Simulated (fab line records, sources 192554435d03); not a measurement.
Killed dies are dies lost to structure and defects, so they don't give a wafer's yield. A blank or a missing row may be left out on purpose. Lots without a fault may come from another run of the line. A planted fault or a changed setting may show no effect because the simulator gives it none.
Split-lot experiment | flow n5_finfet | 7 lots, 39 wafers read, on a route of 1938 steps

THE SPLIT
At N5_FIN_CUT_CUT_ETCH_15 (etches Si in HBr/Cl2/O2, target depth 100 nm, bt time 10 s, time 42.4 s), the setting target_depth_a was moved away from the recipe's 1000 angstrom on 18 of the 39 wafers read, by -11.5% to +9.6%. The other wafers ran this setting at the recipe's value.

The reading is taken at the split's own step.

THE READING
SOC_of_FIN_CUT_COAT_18.thk_nm (the simulator's own value, which no gauge read), in nm, at N5_FIN_CUT_CUT_ETCH_15 (etches Si in HBr/Cl2/O2, target depth 100 nm, bt time 10 s, time 42.4 s). The file gives no usual value for it. The 21 wafers here that ran the recipe average 170.4 nm, standard deviation 0.92 nm.

wafer  | tool, chamber at the split | target_depth_a as run, angstrom | against the recipe | SOC_of_FIN_CUT_COAT_18.thk_nm, nm | against lot-mates on the recipe
L076.1 | rie_si-01, 1               | 1075                            | +7.5%              | 166.8                             | -3.1
L076.2 | rie_si-01, 0               | 1000                            | recipe             | 170.4                             | -
L076.3 | rie_si-01, 2               | 1000                            | recipe             | 171.4                             | -
L076.4 | rie_si-01, 3               | 1000                            | recipe             | 168                               | -
L076.5 | rie_si-01, 1               | 1075                            | +7.5%              | 167.2                             | -2.7
L076.6 | rie_si-01, 2               | 1075                            | +7.5%              | 167.8                             | -2.1
L078.1 | rie_si-05, 3               | 1000                            | recipe             | 170.6                             | -
L078.2 | rie_si-05, 1               | 1000                            | recipe             | 169                               | -
L078.3 | rie_si-05, 0               | 1000                            | recipe             | 170.4                             | -
L078.4 | rie_si-05, 2               | 939.9                           | -6.0%              | 171.8                             | +1.8
L078.5 | rie_si-05, 1               | 939.9                           | -6.0%              | 171.6                             | +1.6
L078.6 | rie_si-05, 0               | 939.9                           | -6.0%              | 171.8                             | +1.8
L082.1 | rie_si-03, 0               | 1096                            | +9.6%              | 165.6                             | -5.4
L082.2 | rie_si-03, 3               | 1000                            | recipe             | 171                               | -
L082.3 | rie_si-03, 1               | 1000                            | recipe             | 171.4                             | -
L082.4 | rie_si-03, 2               | 1096                            | +9.6%              | 166.4                             | -4.6
L082.5 | rie_si-03, 2               | 1000                            | recipe             | 170.6                             | -
L082.6 | rie_si-03, 3               | 1096                            | +9.6%              | 168.4                             | -2.6
L084.1 | rie_si-03, 1               | 959.9                           | -4.0%              | 172.6                             | +1.7
L084.2 | rie_si-03, 0               | 959.9                           | -4.0%              | 172.8                             | +1.9
L084.3 | rie_si-03, 3               | 1000                            | recipe             | 170.2                             | -
L084.4 | rie_si-03, 2               | 959.9                           | -4.0%              | 171                               | +0.1
L084.5 | rie_si-03, 0               | 1000                            | recipe             | 170.2                             | -
L084.6 | rie_si-03, 1               | 1000                            | recipe             | 172.2                             | -
L085.1 | rie_si-05, 1               | 1000                            | recipe             | 168.8                             | -
L085.2 | rie_si-05, 2               | 1000                            | recipe             | 171.2                             | -
L085.3 | rie_si-05, 3               | 1054                            | +5.4%              | 167                               | -3.1
L085.4 | rie_si-05, 0               | 1054                            | +5.4%              | 166.6                             | -3.5
L085.5 | rie_si-05, 2               | 1054                            | +5.4%              | 167.4                             | -2.7
L085.6 | rie_si-05, 3               | 1000                            | recipe             | 170.2                             | -
L089.1 | rie_si-03, 2               | 1000                            | recipe             | 170.2                             | -
L089.2 | rie_si-03, 0               | 1000                            | recipe             | 170                               | -
L089.3 | rie_si-03, 1               | 885.2                           | -11.5%             | 173.8                             | +3.7
L089.4 | rie_si-03, 3               | 1000                            | recipe             | 170.2                             | -
L089.5 | rie_si-03, 1               | 885.2                           | -11.5%             | 174.4                             | +4.3
L089.6 | rie_si-03, 0               | 885.2                           | -11.5%             | 173.8                             | +3.7
L096.2 | rie_si-05, 3               | 1000                            | recipe             | 170.8                             | -
L096.5 | rie_si-05, 0               | 1000                            | recipe             | 171                               | -
L096.6 | rie_si-05, 1               | 1000                            | recipe             | 171                               | -

THE FIT
A straight line over all 39 wafers: SOC_of_FIN_CUT_COAT_18.thk_nm changes by -0.366 nm for each +1% of target_depth_a; r = -0.90; the points scatter about the line by 0.95 nm.
The same after taking each lot's own level away (the mean of its wafers on the recipe; 39 wafers): -0.378 nm for each +1%; r = -0.93; scatter 0.82 nm.
On that fit, the largest move of target_depth_a shifts the reading by 4.3 nm.
The lots' own levels span 169.93 to 171.00 nm, that is 1.2 times the standard deviation above.
So the lot-to-lot level changes the slope little: the two slopes agree.
Check: with one of the wafers moved furthest among these (-11.5%) left out of the fit, the line predicts +4.21 nm for it against its lot-mates. It came out at +3.67 nm against them.

THE WHOLE CHAIN: every reading that the file lists as answering this split, in the file's order
step                   | what it does                                                            | reading                                                                        | change (the file's fit)               | r (the file's)
N5_FIN_CUT_CUT_ETCH_15 | etches Si in HBr/Cl2/O2, target depth 100 nm, bt time 10 s, time 42.4 s | etch.depth_nm (the simulator's own value, which no gauge read)                 | +0.99 nm for each +1% of the setting  | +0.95
N5_FIN_CUT_CUT_ETCH_15 | etches Si in HBr/Cl2/O2, target depth 100 nm, bt time 10 s, time 42.4 s | FIN_CUT.feature_depth_nm (the simulator's own value, which no gauge read)      | +0.995 nm for each +1% of the setting | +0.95
N5_FIN_CUT_CUT_ETCH_15 | etches Si in HBr/Cl2/O2, target depth 100 nm, bt time 10 s, time 42.4 s | SOC_of_FIN_CUT_COAT_18.thk_nm (the simulator's own value, which no gauge read) | -0.378 nm for each +1% of the setting | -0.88

THE FILE'S OWN FIT
SOC_of_FIN_CUT_COAT_18.thk_nm changes by -0.378 nm for each +1% of target_depth_a, r = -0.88.
